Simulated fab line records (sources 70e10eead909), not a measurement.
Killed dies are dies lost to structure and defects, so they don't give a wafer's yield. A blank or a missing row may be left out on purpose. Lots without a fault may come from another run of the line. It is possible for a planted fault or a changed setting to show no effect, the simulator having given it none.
Struck lot and sound lot, side by side || flow nand-harc || 27 steps out of a route of 1302
Sound: these wafers, L498.1, L498.4, L498.5. The struck wafers were L511.3, L511.4, L511.5. At the end, the cause is stated.
Per side, at each step with rows, come the tool, then ch with its chambers, and then its first start. Under that, the readings that differ: sound wafers || struck wafers || difference of the means || sigmas: that difference in standard deviations of wafers without a fault.
alike: same words and numbers on both sides, and readings whose means sit less than 2 such deviations apart. not compared: any withheld reading, any reading some wafer has no value for, any bound like >300 that may hide the same value, and any number with overlapping values for which the record gives no deviation.
The two part at a step that has a row with sigmas, a row that says differs or no value, or rows on one side only. When numbers do not overlap yet have no deviation, they are printed without sigmas and do not part them. A reading missing from all wafers of one side parts the sides only when that side holds two or more wafers.

first, 2 steps without rows for these wafers: NHARC_P_M0_DEGAS_28 (time 60 s); NHARC_P_M0_PRE_CLEAN_29 (time 30 s).
NHARC_P_M0_PVD_20: deposits TaN, target thk 5 nm, time 8.06 s.
  sound on pvd-sputter-03; struck on pvd-sputter-02
  alike: throttle-valve-pct
NHARC_P_M0_PVD_21: deposits Cu, target thk 30 nm, time 20.49 s.
  sound on pvd-sputter-03; struck on pvd-sputter-02
  alike: throttle-valve-pct
then, 1 step without rows for these wafers: NHARC_P_M0_ECD_22 (material Cu, target thk 400 nm).
NHARC_P_M0_ANNEAL_30: time 90 s.
  sound on rtp-anneal-01 ch 0, day 6 15:06; struck on rtp-anneal-02 ch 0, day 12 04:34
  alike: wafer_temp_C_max
NHARC_P_M0_CMP_23: polishes, t overpolish 20 s, target thk 117.54 nm.
  sound on cmp-01 ch 1,2, day 6 15:26; struck on cmp-03 ch 0,1,2, day 12 04:50
  alike: motor-current-A, retaining-ring-pressure-frac, time-to-endpoint-s
NHARC_P_M0_THK_MEAS_24: measures by xrf.
  sound on film-metro-02, day 6 15:45; struck on film-metro-02, day 12 05:07
  alike: thk-nm
after that, 1 step had no rows for these wafers: NHARC_P_M0_SRD_25.
NHARC_P_M0_INSPECT_27:
  sound on defect-inspect-02, day 6 15:55; struck on defect-inspect-01, day 12 05:17
  alike: raw-defect-count
NHARC_P_M0_PRE_CLEAN_31: time 12 s.
  sound on pecvd-02 ch 0,1,2, day 6 15:59; struck on pecvd-02 ch 0,2, day 12 05:23
  alike: heater-power-outer-w, heater-power-w
NHARC_P_M0_DEP_32: deposits SiCN, target thk 30 nm.
  sound on pecvd-02 ch 0,1,2, day 6 16:06; struck on pecvd-02 ch 0,2, day 12 05:36
  alike: heater-power-outer-w, heater-power-w
then, 10 steps without rows for these wafers: NHARC_P_M1_DEP_00 (deposits SiOC, target thk 182.5 nm); NHARC_P_M1_DEHYDRATE_01 (time 120 s); NHARC_P_M1_HMDS_02 (time 30 s); NHARC_P_M1_COAT_34 (time 65 s); NHARC_P_M1_COAT_03 (resist thk 90 nm); NHARC_P_M1_SOFTBAKE_04 (time 55 s); NHARC_P_M1_EBR_05; NHARC_P_M1_EXPOSE_06 (exposes mask P M1, target cd 130 nm); NHARC_P_M1_PEB_07 (peb time 65 s); NHARC_P_M1_DEVELOP_08 (develop time 35 s).
NHARC_P_M1_CD_MEAS_09 targets a cd of 130 nm.
  sound on cd-sem-02 ch 0, day 6 17:18; struck on cd-sem-03 ch 0, day 12 06:52
{"reading": "cd-nm (nm)", "sound": "130.7 130.7 130.8", "struck": "128.4 128.8 128.7", "difference": -2.1, "sigmas": -3}
NHARC_P_M1_OVL_MEAS_10: pitch 260 nm.
  sound on overlay-01, day 6 17:23; struck on overlay-01, day 12 06:56
  alike: overlay-x-nm, overlay-y-nm
NHARC_P_M1_INSPECT_11:
  sound on defect-inspect-01, day 6 17:25; struck on defect-inspect-01, day 12 06:59
{"reading": "raw-defect-count", "sound": "2 5 5", "struck": "425 450 426", "difference": "+430", "sigmas": "+99 or more"}
then, 1 step without rows for these wafers: NHARC_P_M1_DESCUM_14 (chemistry O2, time 3 s).
-- jump in the record: it breaks off in module P_M1 and resumes in module END (first step shown: number 1302 of the route), and 18 days separate the struck wafers' starts before and after --
NHARC_END_SORT_01:
  sound on prober-01 ch 0, day 24 19:12; struck on prober-02 ch 0, day 30 11:17
{"reading": "defect-limited-yield (%)", "sound": "88.0 90.8 88.2", "struck": "80.4 88.6 82.7", "difference": -5.1, "sigmas": -2}
{"reading": "killed-at-periphery", "sound": "4 4 6", "struck": "86 39 83", "difference": "+65", "sigmas": "+22"}
{"reading": "killed-dies", "sound": "81 62 80", "struck": "133 77 117", "difference": "+35", "sigmas": "+2"}
{"reading": "sort_bin_2_pct (%)", "sound": "4.1 3.2 4.9", "struck": "10.5 5.9 8.1", "difference": "+4.1", "sigmas": "+4"}
{"reading": "sort_bin_3_pct (%)", "sound": "1.5 0.3 1.0", "struck": "2.7 1.8 3.5", "difference": "+1.7", "sigmas": "+5"}
{"reading": "sort-n-pass", "sound": "596 615 597", "struck": "544 600 560", "difference": -35, "sigmas": -2}
{"reading": "sort-yield-pct (%)", "sound": "88.0 90.8 88.2", "struck": "80.4 88.6 82.7", "difference": -5.1, "sigmas": -2}
  alike: killed-at-array, killed-at-other, killed-open, killed-short, sort_bin_4_pct, sort-rim-yield-pct

WHERE THEY PART
Earliest at NHARC_P_M1_CD_MEAS_09; latest, in this record, at NHARC_END_SORT_01.

WHY: the cause the simulator had injected
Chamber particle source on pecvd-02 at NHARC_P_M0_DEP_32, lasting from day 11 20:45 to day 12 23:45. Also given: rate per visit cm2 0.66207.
